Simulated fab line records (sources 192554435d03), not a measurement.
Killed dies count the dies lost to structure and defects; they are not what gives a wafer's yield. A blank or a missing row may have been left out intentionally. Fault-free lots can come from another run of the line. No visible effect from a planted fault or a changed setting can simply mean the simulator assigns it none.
A single fault, viewed from 2 desks -- flow n5 finfet -- what lay behind the numbers comes last; until then each desk has only its own

## FROM THE METROLOGY DESK
Lot by lot, what the gauges showed, no matter which tool ran the lot: averages of those sampled wafers that carry a number. Any lot whose mean is over 4 standard deviations away from the usual mean is out of limits and marked OUT; that distance is given in the brackets. Only the readings that lie furthest out on some lot appear, 7 of the 12 it has.
Columns: A = PMOS_HMC_BLK_OVL at N5_PMOS_HMC_CHANNEL_EPI_OVL_MEAS_10, usual 0.3 nm; B = DIBL_N at N5_BEOL_M4_RC_MEAS_101, usual 36.1 mV/V; C = DIBL_P at N5_BEOL_M4_RC_MEAS_101, usual 35.8 mV/V; D = IOFF_N at N5_BEOL_M4_RC_MEAS_101, usual 0.16 nA/um; E = IOFF_P at N5_BEOL_M4_RC_MEAS_101, usual 0.21 nA/um; F = VT_N at N5_BEOL_M4_RC_MEAS_101, usual 250 mV; G = VT_P at N5_BEOL_M4_RC_MEAS_101, usual -250 mV
lot,first seen here,A,B,C,D,E,F,G
L747,day 1 15:33,0.7,36.3,35.9,0.17,0.21,248,-252
L748,day 1 21:06,-0.7,36.7,37.1,0.17,0.22,248,-249
L749,day 2 03:11,0.9,35.0,34.3,0.12,0.17,253,-254
L752,day 2 20:49,-0.4,38.6,39.0,0.19,0.25,249,-246
L756,day 3 21:34,-0.4,36.7,36.3,0.15,0.21,249,-250
L757,day 4 02:51,0.7,35.4,36.1,0.14,0.17,253,-255
L763,day 5 14:49,0.2,38.9,39.9,0.21,0.24,246,-251
L764,day 5 20:53,0.1,36.1,35.0,0.17,0.22,248,-248
L768,day 6 20:51,-0.0,37.4,36.9,0.19,0.25,247,-247
L769,day 7 03:02,-0.8,37.0,35.8,0.18,0.25,246,-245
Finding of this desk: none of the 10 lots has anything out of limits.

## TOOL OWNER'S DESK, rie diel-06
The tool's own readings at N5_PMOS_HMC_CHANNEL_EPI_ETCH_32 (etches BARC in N2/H2, stops on SiO2, target depth 85.8 nm, time 50.3 s): means of the sampled wafers that have a number, for each lot that ran on this tool. Any lot whose mean is over 4 standard deviations away from the usual mean is out of limits and marked OUT; that distance is given in the brackets.
Columns: A = drypump motor current A at N5_PMOS_HMC_CHANNEL_EPI_ETCH_32, usual 5.8 A; B = oes product au at N5_PMOS_HMC_CHANNEL_EPI_ETCH_32, usual 0.67 a.u.; C = rf fwd power W at N5_PMOS_HMC_CHANNEL_EPI_ETCH_32, usual 832 W; D = rf vpp V at N5_PMOS_HMC_CHANNEL_EPI_ETCH_32, usual 524.0 V; E = showerhead plenum p Torr at N5_PMOS_HMC_CHANNEL_EPI_ETCH_32, usual 2.55 Torr; F = throttle valve pct at N5_PMOS_HMC_CHANNEL_EPI_ETCH_32, usual 18.03 %
lot,first seen here,A,B,C,D,E,F
L749,day 2 05:40,6.0,0.70,832,525.7,2.61,18.18
L752,day 2 23:13,5.8,0.65,829,524.4,2.57,18.24
L756,day 4 00:21,5.7,0.61,834,523.7,2.51,18.04
L757,day 4 05:17,5.8,0.59,834,524.5,2.58,18.15
L768,day 6 23:46,5.7,0.65,830,522.7,2.50,18.10
Finding of this desk: none of the 5 lots has anything out of limits.

## BROUGHT TOGETHER
Nothing out of limits was seen by the metrology desk.
Nothing out of limits was seen by the tool owner's desk.

## WHAT THE SIMULATOR PUT IN
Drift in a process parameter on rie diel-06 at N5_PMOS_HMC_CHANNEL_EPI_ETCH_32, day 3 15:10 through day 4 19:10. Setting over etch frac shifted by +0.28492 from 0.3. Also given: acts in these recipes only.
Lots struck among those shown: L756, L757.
